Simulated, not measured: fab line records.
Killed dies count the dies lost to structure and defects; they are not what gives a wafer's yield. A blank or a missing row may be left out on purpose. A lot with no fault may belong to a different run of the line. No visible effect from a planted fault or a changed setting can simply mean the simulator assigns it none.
Matching of chambers / flow n5-finfet / N5_FIN_SAQP_ETCH_64 on rie-si-06: 4 sister chambers
The step etches SiO2 in CF4, target depth 1.5 nm. 22 wafers are shown with their chamber, then 11 later ones without.

WAFERS WITH THEIR CHAMBER
wafer=L074.2; chamber=3; drypump-motor-current-A (A)=5.2; throttle-valve-pct (%)=21.78; oes-product-au (a.u.)=0.988
wafer=L074.3; chamber=2; drypump-motor-current-A (A)=4.9; throttle-valve-pct (%)=21.76; oes-product-au (a.u.)=1.002
wafer=L074.5; chamber=3; drypump-motor-current-A (A)=5.3; throttle-valve-pct (%)=21.79; oes-product-au (a.u.)=0.978
wafer=L075.2; chamber=2; drypump-motor-current-A (A)=4.9; throttle-valve-pct (%)=21.76; oes-product-au (a.u.)=0.990
wafer=L075.3; chamber=3; drypump-motor-current-A (A)=5.3; throttle-valve-pct (%)=21.77; oes-product-au (a.u.)=0.988
wafer=L075.4; chamber=1; drypump-motor-current-A (A)=4.9; throttle-valve-pct (%)=21.47; oes-product-au (a.u.)=0.996
wafer=L076.1; chamber=1; drypump-motor-current-A (A)=4.9; throttle-valve-pct (%)=21.48; oes-product-au (a.u.)=1.001
wafer=L076.2; chamber=0; drypump-motor-current-A (A)=5.5; throttle-valve-pct (%)=22.01; oes-product-au (a.u.)=0.998
wafer=L076.5; chamber=1; drypump-motor-current-A (A)=4.9; throttle-valve-pct (%)=21.48; oes-product-au (a.u.)=0.993
wafer=L077.1; chamber=2; drypump-motor-current-A (A)=4.8; throttle-valve-pct (%)=21.78; oes-product-au (a.u.)=1.001
wafer=L077.2; chamber=0; drypump-motor-current-A (A)=5.5; throttle-valve-pct (%)=22.00; oes-product-au (a.u.)=1.022
wafer=L077.3; chamber=1; drypump-motor-current-A (A)=4.9; throttle-valve-pct (%)=21.48; oes-product-au (a.u.)=1.008
wafer=L084.2; chamber=1; drypump-motor-current-A (A)=4.9; throttle-valve-pct (%)=21.48; oes-product-au (a.u.)=0.998
wafer=L084.3; chamber=2; drypump-motor-current-A (A)=4.9; throttle-valve-pct (%)=21.39; oes-product-au (a.u.)=1.000
wafer=L084.6; chamber=0; drypump-motor-current-A (A)=5.5; throttle-valve-pct (%)=22.00; oes-product-au (a.u.)=1.020
wafer=L085.1; chamber=1; drypump-motor-current-A (A)=4.9; throttle-valve-pct (%)=21.48; oes-product-au (a.u.)=1.005
wafer=L085.2; chamber=2; drypump-motor-current-A (A)=4.8; throttle-valve-pct (%)=21.38; oes-product-au (a.u.)=1.009
wafer=L085.3; chamber=0; drypump-motor-current-A (A)=5.5; throttle-valve-pct (%)=22.00; oes-product-au (a.u.)=1.026
wafer=L086.3; chamber=1; drypump-motor-current-A (A)=4.9; throttle-valve-pct (%)=21.50; oes-product-au (a.u.)=1.010
wafer=L086.5; chamber=0; drypump-motor-current-A (A)=5.5; throttle-valve-pct (%)=22.00; oes-product-au (a.u.)=1.019
wafer=L086.6; chamber=3; drypump-motor-current-A (A)=5.2; throttle-valve-pct (%)=21.77; oes-product-au (a.u.)=0.979
wafer=L087.3; chamber=2; drypump-motor-current-A (A)=4.8; throttle-valve-pct (%)=21.38; oes-product-au (a.u.)=0.999

SIGNATURES, as means of the wafers listed above
reading=drypump-motor-current-A; chamber 0=5.500; chamber 1=4.900; chamber 2=4.850; chamber 3=5.250; scatter within a chamber=0.0373
reading=throttle-valve-pct; chamber 0=22.0020; chamber 1=21.4814; chamber 2=21.5750; chamber 3=21.7775; scatter within a chamber=0.111
reading=oes-product-au; chamber 0=1.01700; chamber 1=1.00157; chamber 2=1.00017; chamber 3=0.98325; scatter within a chamber=0.00745
Rule: a wafer's distance from a chamber is the root of the sum, over the readings, of the square of ((its reading less the chamber's mean) divided by the reading's scatter). The wafer belongs to the nearest chamber; if the next one is less than 2 further off, it can't be placed. How the scatter is found: for the shown wafers, subtract from each reading the mean of its chamber, square and add these, divide the total by (wafers less chambers), then take the root.

WAFERS WITH NO CHAMBER GIVEN
wafer=L087.4; drypump-motor-current-A (A)=5.3; throttle-valve-pct (%)=21.77; oes-product-au (a.u.)=0.989
wafer=L087.5; drypump-motor-current-A (A)=4.9; throttle-valve-pct (%)=21.48; oes-product-au (a.u.)=0.997
wafer=L088.1; drypump-motor-current-A (A)=4.8; throttle-valve-pct (%)=21.39; oes-product-au (a.u.)=0.992
wafer=L088.4; drypump-motor-current-A (A)=5.5; throttle-valve-pct (%)=22.01; oes-product-au (a.u.)=1.017
wafer=L088.5; drypump-motor-current-A (A)=4.9; throttle-valve-pct (%)=21.48; oes-product-au (a.u.)=0.995
wafer=L092.1; drypump-motor-current-A (A)=5.5; throttle-valve-pct (%)=22.00; oes-product-au (a.u.)=1.021
wafer=L092.2; drypump-motor-current-A (A)=4.9; throttle-valve-pct (%)=21.49; oes-product-au (a.u.)=0.999
wafer=L092.5; drypump-motor-current-A (A)=5.3; throttle-valve-pct (%)=21.78; oes-product-au (a.u.)=0.984
wafer=L094.1; drypump-motor-current-A (A)=4.8; throttle-valve-pct (%)=21.38; oes-product-au (a.u.)=1.003
wafer=L094.2; drypump-motor-current-A (A)=4.9; throttle-valve-pct (%)=21.48; oes-product-au (a.u.)=1.002
wafer=L094.4; drypump-motor-current-A (A)=5.3; throttle-valve-pct (%)=21.77; oes-product-au (a.u.)=0.993

WHICH CHAMBER EACH ONE RAN IN
wafer=L087.4; from the rows above=3; in truth=3
wafer=L087.5; from the rows above=can't be placed: 1 or 2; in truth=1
wafer=L088.1; from the rows above=can't be placed: 2 or 1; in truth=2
wafer=L088.4; from the rows above=0; in truth=0
wafer=L088.5; from the rows above=can't be placed: 1 or 2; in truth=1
wafer=L092.1; from the rows above=0; in truth=0
wafer=L092.2; from the rows above=can't be placed: 1 or 2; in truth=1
wafer=L092.5; from the rows above=3; in truth=3
wafer=L094.1; from the rows above=can't be placed: 2 or 1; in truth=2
wafer=L094.2; from the rows above=can't be placed: 1 or 2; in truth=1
wafer=L094.4; from the rows above=3; in truth=3
Correctly placed: 5 of 11. From these rows, 6 cannot be placed; in 6 the true chamber is one of the candidates. Placed wrongly: 0.
